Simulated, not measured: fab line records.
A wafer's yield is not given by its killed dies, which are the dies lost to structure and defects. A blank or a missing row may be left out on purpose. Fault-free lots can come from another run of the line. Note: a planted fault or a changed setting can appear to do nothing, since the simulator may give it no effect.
The tool behind it: which one? | flow nandHarc | 13 lots with 39 wafers sampled at 6 steps, on a route of 1302 steps

== WHAT THE GAUGES READ, wafer by wafer ==
NHARC_A_BLC_INSPECT_28.
lot  | measured     | on               | rawDefectCount
L893 | day 23 02:13 | defectInspect-02 | 376 439 386
L894 | day 23 10:26 | defectInspect-02 | 371 362 458
L895 | day 23 21:20 | defectInspect-01 | 511 388 471
L896 | day 23 23:47 | defectInspect-01 | 644 891 639
L901 | day 25 21:43 | defectInspect-01 | 598 510 711
L899 | day 25 22:50 | defectInspect-02 | 515 579 512
L906 | day 28 17:43 | defectInspect-02 | 433 382 768
L908 | day 29 18:16 | defectInspect-02 | 544 610 415
L909 | day 29 21:56 | defectInspect-01 | 506 543 642
L910 | day 30 14:29 | defectInspect-01 | 394 501 553
L913 | day 31 05:47 | defectInspect-02 | 535 459 568
L914 | day 31 19:04 | defectInspect-01 | 393 364 368
L915 | day 32 09:20 | defectInspect-01 | 495 421 341

NHARC_A_M0_CD_MEAS_09: target cd 80 nm.
lot  | measured     | on       | cdNm (nm)
L893 | day 23 02:59 | cdSem-03 | 80.3 80.8 80.2
L894 | day 23 11:12 | cdSem-01 | 80.1 81.0 80.5
L895 | day 23 22:22 | cdSem-03 | 80.7 80.0 79.9
L896 | day 24 00:34 | cdSem-03 | 80.4 79.9 79.5
L901 | day 25 22:37 | cdSem-02 | 86.5 85.8 86.5
L899 | day 25 23:45 | cdSem-01 | 86.6 85.8 85.8
L906 | day 28 18:29 | cdSem-01 | 80.2 81.1 79.9
L908 | day 29 19:10 | cdSem-01 | 81.3 81.2 81.6
L909 | day 29 22:50 | cdSem-03 | 80.6 81.2 80.1
L910 | day 30 15:17 | cdSem-02 | 80.6 82.4 81.1
L913 | day 31 06:41 | cdSem-01 | 80.8 80.2 81.0
L914 | day 31 19:50 | cdSem-03 | 79.4 79.1 79.7
L915 | day 32 10:23 | cdSem-02 | 81.3 80.1 79.8

NHARC_END_SORT_01.
lot  | measured     | on        | defectLimitedYield (%) | killedAtArray | killedAtOther | killedAtPeriphery | killedDies | killedOpen | killedShort
L895 | day 25 13:17 | prober-01 | 96 95 96               | 23 26 22      | 0 1 1         | 5 10 3            | 28 37 26   | 2 6 2      | 5 1 1
L901 | day 27 16:01 | prober-02 | 87 88                  | 81 75         | 0 0           | 4 4               | 85 79      | 3 3        | 4 1
L899 | day 28 01:18 | prober-01 | 89 88                  | 71 74         | 2 1           | 3 3               | 76 78      | 3 3        | 3 1

== EACH LOT AND THE TOOL THAT RAN IT (in order: tool; ch and the chambers of the sampled wafers; start) ==
lot  | NHARC_A_BLC_DEGAS_30        | NHARC_A_BLC_CVD_24                      | NHARC_A_M0_PEB_07
L893 | pvdSputter-02, day 23 00:48 | cvdW-01 ch 0,1, day 23 02:13 or earlier | lithoTrack-04 ch 0, day 23 02:55
L894 | pvdSputter-01, day 23 09:03 | cvdW-01 ch 0,1, day 23 10:26 or earlier | lithoTrack-04 ch 0, day 23 11:07
L895 | pvdSputter-01, day 23 19:58 | cvdW-02 ch 0,1, day 23 21:20 or earlier | lithoTrack-04 ch 0, day 23 22:17
L896 | pvdSputter-03, day 23 22:25 | cvdW-02 ch 0,1, day 23 23:47 or earlier | lithoTrack-01 ch 0, day 24 00:29
L901 | pvdSputter-02, day 25 20:20 | cvdW-01 ch 1, day 25 21:43 or earlier   | lithoTrack-01 ch 0, day 25 22:32
L899 | pvdSputter-03, day 25 21:28 | cvdW-02 ch 0,1, day 25 22:50 or earlier | lithoTrack-01 ch 0, day 25 23:40
L906 | pvdSputter-02, day 28 16:17 | cvdW-02 ch 0,1, day 28 17:43 or earlier | lithoTrack-06 ch 0, day 28 18:24
L908 | pvdSputter-03, day 29 16:40 | cvdW-02 ch 0,1, day 29 18:16 or earlier | lithoTrack-06 ch 0, day 29 19:05
L909 | pvdSputter-01, day 29 20:35 | cvdW-01 ch 1, day 29 21:56 or earlier   | lithoTrack-04 ch 0, day 29 22:46
L910 | pvdSputter-01, day 30 12:40 | cvdW-01 ch 1, day 30 14:29 or earlier   | lithoTrack-06 ch 0, day 30 15:12
L913 | pvdSputter-01, day 31 04:26 | cvdW-02 ch 0,1, day 31 05:47 or earlier | lithoTrack-04 ch 0, day 31 06:37
L914 | pvdSputter-01, day 31 17:43 | cvdW-02 ch 1, day 31 19:04 or earlier   | lithoTrack-04 ch 0, day 31 19:45
L915 | pvdSputter-01, day 32 07:55 | cvdW-01 ch 0,1, day 32 09:20 or earlier | lithoTrack-01 ch 0, day 32 10:18
- NHARC_A_BLC_DEGAS_30: time 60 s.
- NHARC_A_BLC_CVD_24: deposits W, target thk 150 nm, time 434 s.
- NHARC_A_M0_PEB_07: peb time 65 s.

== WHAT THE TOOLS THEMSELVES READ (means of the sampled wafers that have a number; where no wafer has one, the mark that the record gives instead) ==
NHARC_A_BLC_DEGAS_30.
lot  | tool          | heaterPowerW (W) | susceptorTempC (C)
L893 | pvdSputter-02 | 489              | 299.89
L894 | pvdSputter-01 | 454              | 299.92
L895 | pvdSputter-01 | 432              | 299.82
L896 | pvdSputter-03 | 483              | 300.10
L901 | pvdSputter-02 | 459              | 300.04
L899 | pvdSputter-03 | 423              | 299.94
L906 | pvdSputter-02 | 447              | 299.90
L908 | pvdSputter-03 | 458              | 300.02
L909 | pvdSputter-01 | 432              | 300.14
L910 | pvdSputter-01 | 451              | 300.01
L913 | pvdSputter-01 | 408              | 300.12
L914 | pvdSputter-01 | 463              | -
L915 | pvdSputter-01 | 430              | 300.01

NHARC_A_BLC_CVD_24.
lot  | tool    | heaterPowerOuterW (W) | heaterPowerW (W) | susceptorTempC (C) | throttleValvePct (%)
L893 | cvdW-01 | 247                   | 439              | 300.01             | 8.16
L894 | cvdW-01 | 248                   | 444              | -                  | 8.11
L895 | cvdW-02 | 254                   | 428              | -                  | 8.13
L896 | cvdW-02 | 254                   | 426              | 300.12             | 8.24
L901 | cvdW-01 | 247                   | 420              | 299.83             | 8.01
L899 | cvdW-02 | 256                   | 434              | 299.94             | 8.20
L906 | cvdW-02 | 244                   | 440              | 299.97             | 8.16
L908 | cvdW-02 | 247                   | 441              | 299.76             | 8.21
L909 | cvdW-01 | 249                   | 419              | -                  | 8.21
L910 | cvdW-01 | 249                   | 423              | 300.04             | 8.14
L913 | cvdW-02 | 242                   | 406              | -                  | 8.17
L914 | cvdW-02 | 225                   | 391              | -                  | 8.13
L915 | cvdW-01 | 244                   | 448              | -                  | 7.80

== THE ANSWER, worked out from the rows above alone ==
Rule: the usual values come from the lots themselves. The widest of any qualifying gaps counts: lots, ordered by their means at a reading, are off when they make up no more than a third of the lots, leave a main group of 4 or more, and stand apart from it by 3 or more times the standard deviation of that group's means. The tables above print the reading to a certain number of digits; a main group whose means all agree to those digits is not used. Also off: a lot with no number at a reading for which 4 or more lots have one. All remaining lots with rows at the step are treated as sound. The gauges are gone through in route order, then the tools' own readings, and for those a lot's mean is taken as printed above. The first step at which some lot is off is used, and at that step the reading that is off furthest; a lot without a number counts as furthest.
Off: L901, L899 (NHARC_A_M0_CD_MEAS_09, cdNm). Mean 80.5 nm and standard deviation 0.54 in the main group.
If a tool, at a process step before that reading, ran all the lots that are off and no sound lot after the first of them, it fits. The gauges at NHARC_A_M0_CD_MEAS_09 are tried like those tools. With no start given for some of its lots, NHARC_A_BLC_CVD_24 uses the hours and lot order of NHARC_A_BLC_INSPECT_28. Not one of the candidates tried fits.

== WHAT HAD BEEN PUT IN BY THE SIMULATOR ==
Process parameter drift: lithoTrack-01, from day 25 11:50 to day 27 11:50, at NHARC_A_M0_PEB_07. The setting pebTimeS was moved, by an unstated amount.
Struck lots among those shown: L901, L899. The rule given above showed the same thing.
